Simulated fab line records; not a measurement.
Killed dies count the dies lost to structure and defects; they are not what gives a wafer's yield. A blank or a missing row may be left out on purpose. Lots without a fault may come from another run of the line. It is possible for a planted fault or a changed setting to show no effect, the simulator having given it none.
The tool behind it: which one? ; flow nand harc ; Sampling: 12 lots, 36 wafers, 5 of 1159 route steps

## WHAT THE GAUGES READ, wafer by wafer
NHARC_P_GATE_INSPECT_28. Usual: 6.6 for raw defect count, sd 2.9.
lot;measured;on;raw defect count;flag
L735;day 4 22:51;defect inspect-02;8 13 13;
L736;day 4 23:21;defect inspect-01;7 6 11;
L737;day 5 07:22;defect inspect-01;7 2 3;
L740;day 5 22:53;defect inspect-02;9 6 6;
L749;day 8 00:18;defect inspect-01;9 5 7;
L750;day 8 11:27;defect inspect-01;8 14 9;
L753;day 9 06:58;defect inspect-02;3 8 7;
L756;day 10 04:47;defect inspect-02;6 6 11;
L757;day 10 04:30;defect inspect-02;5 5 5;

NHARC_END_SORT_01. Usual: killed at array 29, standard deviation 10; killed at other 0.7, standard deviation 1.1; killed at periphery 3.2, standard deviation 2.2; killed dies 33, standard deviation 11; killed open 3.5, standard deviation 1.8; killed short 2.0, standard deviation 1.4.
lot;measured;on;killed at array;killed at other;killed at periphery;killed dies;killed open;killed short;flag
L745;day 22 01:56;prober-01;26 26 29;1 2 1;650 649 647;677 677 677;3 2 2;1 2 3;OFF
L746;day 22 09:56;prober-02;38 43 39;0 1 1;639 633 637;677 677 677;3 5 4;1 3 2;OFF
L747;day 22 02:04;prober-02;42 54 37;0 0 0;635 623 640;677 677 677;3 0 2;5 3 2;OFF

## WHICH TOOL RAN EACH LOT (tool, then ch and the chambers of the sampled wafers, then the start)
lot;NHARC_P_ZERO_WELL_ETCH_62;NHARC_P_STI_ETCH_31;NHARC_P_GATE_DESCUM_31
L735;rie diel-12 ch 0,2,3, day 2 14:14 or earlier;rie diel-04 ch 0,1,3, day 2 14:14;rie diel-13 ch 1,2,3, day 4 22:55
L736;rie diel-06 ch 0,1,2, day 2 14:18 or earlier;rie diel-11 ch 0,1,2, day 2 14:18;rie diel-01 ch 1,3, day 4 23:25
L737;rie diel-06 ch 1,2, day 2 23:26 or earlier;rie diel-10 ch 2,3, day 2 23:26;rie diel-01 ch 0,1,3, day 5 07:27
L740;rie diel-06 ch 0,1, day 3 17:16 or earlier;rie diel-04 ch 0,1,3, day 3 17:16;rie diel-07 ch 0,1,3, day 5 22:56
L745;rie diel-12 ch 0,1,2, day 5 00:59 or earlier;rie diel-04 ch 0,1,3, day 5 00:59;-
L746;rie diel-05 ch 0,1,2, day 5 05:15 or earlier;rie diel-11 ch 1,2,3, day 5 05:15;-
L747;rie diel-12 ch 0,3, day 5 13:20 or earlier;rie diel-11 ch 0,1, day 5 13:20;-
L749;rie diel-05 ch 0,1,3, day 5 20:36 or earlier;rie diel-11 ch 1,3, day 5 20:36;rie diel-07 ch 0,1,3, day 8 00:27
L750;rie diel-06 ch 0,1, day 6 05:43 or earlier;rie diel-04 ch 2,3, day 6 05:43;rie diel-07 ch 0,2, day 8 11:32
L753;rie diel-05 ch 2,3, day 6 21:49 or earlier;rie diel-11 ch 0,1,3, day 6 21:49;rie diel-01 ch 0,1,2, day 9 07:02
L756;rie diel-12 ch 0,1,3, day 7 22:40 or earlier;rie diel-04 ch 1,2,3, day 7 22:40;rie diel-01 ch 1,2,3, day 10 04:50
L757;rie diel-06 ch 1,3, day 7 22:31 or earlier;rie diel-11 ch 0,3, day 7 22:31;rie diel-13 ch 1,2, day 10 04:34
- NHARC_P_ZERO_WELL_ETCH_62: etches the open film in CHF3/Ar, target depth 13 nm, time 6.5 s.
- NHARC_P_STI_ETCH_31: etches the open film in CF4/CHF3, target depth 108.9 nm, time 54.5 s.
- NHARC_P_GATE_DESCUM_31: chemistry O2, time 3 s.

## AS READ BY THE TOOLS THEMSELVES (means over the sampled wafers that have a number; for cases with no such wafer, the mark the record gives instead)
NHARC_P_ZERO_WELL_ETCH_62. Usual: bias w 200.1 W (standard deviation 0.52); chamber pressure mTorr 25.001 mTorr (standard deviation 0.026); drypump motor current A 5.6 A (standard deviation 0.6); oes product au 0.956 a.u. (standard deviation 0.019); rf vpp V 369.0 V (standard deviation 1.9); showerhead plenum p Torr 2.27 Torr (standard deviation 0.076); throttle valve pct 20.217 % (standard deviation 0.0087).
lot;tool;bias w (W);chamber pressure mTorr (mTorr);drypump motor current A (A);oes product au (a.u.);rf vpp V (V);showerhead plenum p Torr (Torr);throttle valve pct (%);flag
L735;rie diel-12;200.0;25.019;5.8;0.969;367.5;2.21;20.219;
L736;rie diel-06;200.2;24.978;5.9;0.931;368.2;2.25;20.217;
L737;rie diel-06;199.6;24.983;6.0;0.958;367.4;2.22;20.218;
L740;rie diel-06;200.1;24.997;6.1;0.927;368.4;2.24;20.219;
L745;rie diel-12;199.9;25.001;5.8;0.962;369.4;2.25;20.209;
L746;rie diel-05;200.5;25.000;5.2;0.962;369.3;2.32;20.224;
L747;rie diel-12;200.0;25.001;5.6;0.953;367.4;2.22;20.217;
L749;rie diel-05;199.9;24.999;5.4;0.954;369.1;2.27;20.224;
L750;rie diel-06;200.6;24.990;6.1;0.957;368.0;2.24;20.220;
L753;rie diel-05;200.1;25.008;5.6;0.940;370.1;2.32;20.219;
L756;rie diel-12;200.5;25.004;5.3;0.962;368.9;2.25;20.208;
L757;rie diel-06;200.1;24.967;5.7;0.968;369.6;2.28;20.222;

NHARC_P_STI_ETCH_31. Usual: bias w 200.0 W (standard deviation 0.55); cf4 flow sccm 100.0 sccm (standard deviation 0.31); drypump motor current A 5.6 A (standard deviation 0.41); oes product au 0.961 a.u. (standard deviation 0.022); rf vpp V 370.8 V (standard deviation 2.7); showerhead plenum p Torr 1.58 Torr (standard deviation 0.077); throttle valve pct 16.800 % (standard deviation 0.0094).
lot;tool;bias w (W);cf4 flow sccm (sccm);drypump motor current A (A);oes product au (a.u.);rf vpp V (V);showerhead plenum p Torr (Torr);throttle valve pct (%);flag
L735;rie diel-04;200.3;100.1;5.6;0.948;370.5;1.59;16.802;
L736;rie diel-11;200.0;99.9;5.6;0.982;369.3;1.52;16.793;
L737;rie diel-10;200.4;100.1;6.0;0.953;373.1;1.64;16.811;
L740;rie diel-04;200.1;99.8;5.6;0.967;370.8;1.58;16.801;
L745;rie diel-04;-;-;-;-;-;-;-;OFF
L746;rie diel-11;-;-;-;-;-;-;-;OFF
L747;rie diel-11;-;-;-;-;-;-;-;OFF
L749;rie diel-11;200.1;99.4;5.9;0.966;372.8;1.65;16.800;
L750;rie diel-04;200.0;99.9;5.6;0.959;368.7;1.53;16.797;
L753;rie diel-11;199.1;99.9;5.7;0.977;371.1;1.58;16.799;
L756;rie diel-04;200.0;99.8;5.7;0.971;368.5;1.53;16.808;
L757;rie diel-11;200.2;100.1;5.8;0.951;370.1;1.54;16.805;

NHARC_P_GATE_DESCUM_31. Usual: drypump motor current A 5.7 A, standard deviation 0.4; oes product au 0.997 a.u., standard deviation 0.01; rf vpp V 57.8 V, standard deviation 0.87; showerhead plenum p Torr 1.91 Torr, standard deviation 0.077; throttle valve pct 11.312 %, standard deviation 0.008.
lot;tool;drypump motor current A (A);oes product au (a.u.);rf vpp V (V);showerhead plenum p Torr (Torr);throttle valve pct (%);flag
L735;rie diel-13;5.8;1.009;58.0;1.89;11.318;
L736;rie diel-01;5.2;1.002;57.2;1.85;11.305;
L737;rie diel-01;5.7;0.999;57.0;1.84;11.314;
L740;rie diel-07;5.6;0.989;59.1;1.97;11.318;
L749;rie diel-07;5.5;1.006;58.0;1.96;11.313;
L750;rie diel-07;5.9;1.002;57.7;1.98;11.312;
L753;rie diel-01;5.9;1.005;57.8;1.86;11.313;
L756;rie diel-01;5.5;0.997;58.2;1.89;11.319;
L757;rie diel-13;5.8;0.993;56.8;1.84;11.303;

## THE ANSWER, worked out from the rows above alone
Rule: a lot counts as off when the mean over its wafers that have a number is more than 3 standard deviations away from the usual mean. A lot without any number at a reading at which 4 lots or more have one is off too. Any other lot the step has rows for is counted as sound. First the gauges in route order, then the tools' own readings, where a lot's mean is used as printed above. The first step at which some lot is off is used, and at that step the reading that is off furthest; a lot without a number counts as furthest.
Off at NHARC_END_SORT_01 (killed at periphery): L745, L746, L747. Neither off nor sound, because the step has no rows for them: L735, L736, L737, L740, L749, L750, L753, L756, L757.
If a tool, at a process step before that reading, ran all the lots that are off and no sound lot after the first of them, it fits. The gauges at NHARC_END_SORT_01 aren't tried: what is off there is off at NHARC_P_STI_ETCH_31 too, on other tools, and a gauge's error can't cause that. Because NHARC_P_ZERO_WELL_ETCH_62 lacks a start for some lots, the hours and order of its lots are taken from NHARC_P_STI_ETCH_31. Of those tried, none fits.

## WHAT THE SIMULATOR HAD INSERTED
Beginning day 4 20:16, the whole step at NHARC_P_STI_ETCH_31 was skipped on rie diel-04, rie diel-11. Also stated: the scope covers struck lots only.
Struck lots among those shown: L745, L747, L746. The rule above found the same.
